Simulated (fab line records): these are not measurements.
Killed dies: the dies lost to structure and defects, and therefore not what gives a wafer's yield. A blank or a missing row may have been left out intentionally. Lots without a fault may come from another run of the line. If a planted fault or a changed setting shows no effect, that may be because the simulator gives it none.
Matching of chambers + flow n5 finfet + rie diel-02 running N5_BEOL_M11_DESCUM_16: 4 sister chambers
The step chemistry O2, time 7.9 s. 4 wafers are shown with their chamber, then 10 later ones without.

## WAFERS PAIRED WITH THEIR CHAMBERS
| wafer  | chamber | drypump motor current A (A) |
|--------|---------|-----------------------------|
| L092.1 | 3       | 6.5                         |
| L092.3 | 0       | 6.5                         |
| L094.2 | 1       | 5.7                         |
| L094.3 | 2       | 5.8                         |

## WAFERS WHOSE CHAMBER IS MISSING
| wafer  | drypump motor current A (A) |
|--------|-----------------------------|
| L094.4 | 6.5                         |
| L093.1 | 5.7                         |
| L093.2 | 6.5                         |
| L093.4 | 6.5                         |
| L097.2 | 5.8                         |
| L097.4 | 6.5                         |
| L097.6 | 5.7                         |
| L096.2 | 6.5                         |
| L096.3 | 5.7                         |
| L096.5 | 5.9                         |

## THE CHAMBER EACH PASSED THROUGH
| wafer  | from the rows above     | in truth |
|--------|-------------------------|----------|
| L094.4 | can't be placed: 0 or 3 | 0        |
| L093.1 | 1                       | 1        |
| L093.2 | can't be placed: 0 or 3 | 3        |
| L093.4 | can't be placed: 0 or 3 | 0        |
| L097.2 | 2                       | 2        |
| L097.4 | can't be placed: 0 or 3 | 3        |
| L097.6 | 1                       | 1        |
| L096.2 | can't be placed: 0 or 3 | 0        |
| L096.3 | 1                       | 1        |
| L096.5 | 2                       | 2        |
5 of 10 placed correctly. Not placeable from these rows: 5 (in 5, the candidates include the true chamber). 0 placed wrongly.
How it was worked out, from the rows above alone: a wafer's distance from a chamber is the root of the sum, over the readings, of the square of ((its reading less the chamber's mean) divided by the reading's scatter). If the next closest chamber is less than 2 further off than the closest, the wafer can't be placed; otherwise it belongs to the closest. For every chamber, the mean is computed from those of its wafers that are shown. The scatter: with one shown wafer a chamber, the root of the mean of the squares of how far each hidden wafer lies from its nearest shown one.
